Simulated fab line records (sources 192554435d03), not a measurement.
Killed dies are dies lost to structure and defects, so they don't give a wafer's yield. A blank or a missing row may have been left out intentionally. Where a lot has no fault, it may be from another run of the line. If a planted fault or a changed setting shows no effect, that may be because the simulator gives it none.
Chamber matching / flow n5_finfet / N5_BEOL_M7_ETCH_65 on rie_diel-04 has 4 sister chambers
The step etches SiARC in CF4, target depth 15.6 nm, time 26 s. 4 wafers are shown with their chamber, then 7 later ones without.

WAFERS, EACH WITH ITS CHAMBER
wafer=L088.1; chamber=2; drypump_motor_current_A (A)=5.7
wafer=L088.5; chamber=3; drypump_motor_current_A (A)=5.9
wafer=L091.1; chamber=1; drypump_motor_current_A (A)=6.1
wafer=L091.2; chamber=0; drypump_motor_current_A (A)=4.7

WAFERS WITH NO CHAMBER GIVEN
wafer=L091.6; drypump_motor_current_A (A)=5.7
wafer=L095.2; drypump_motor_current_A (A)=4.7
wafer=L095.3; drypump_motor_current_A (A)=6.0
wafer=L095.5; drypump_motor_current_A (A)=5.9
wafer=L097.1; drypump_motor_current_A (A)=4.7
wafer=L097.3; drypump_motor_current_A (A)=5.7
wafer=L097.5; drypump_motor_current_A (A)=6.1

CHAMBER TAKEN BY EACH
wafer=L091.6; from the rows above=2; in truth=2
wafer=L095.2; from the rows above=0; in truth=0
wafer=L095.3; from the rows above=can't be placed: 1 or 3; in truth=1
wafer=L095.5; from the rows above=3; in truth=3
wafer=L097.1; from the rows above=0; in truth=0
wafer=L097.3; from the rows above=2; in truth=2
wafer=L097.5; from the rows above=1; in truth=1
Placed correctly: 6 of 7. From these rows, 1 cannot be placed; in 1 the true chamber is one of the candidates. Placed wrongly: 0.
How it was worked out, from the rows above alone: a wafer's distance from a chamber is the root of the sum, over the readings, of the square of ((its reading less the chamber's mean) divided by the reading's scatter). If the next closest chamber is less than 2 further off than the closest, the wafer can't be placed; otherwise it belongs to the closest. A chamber's mean is the mean of its shown wafers. The scatter: root of mean squared gap, hidden wafer to nearest shown wafer, with one shown wafer a chamber.
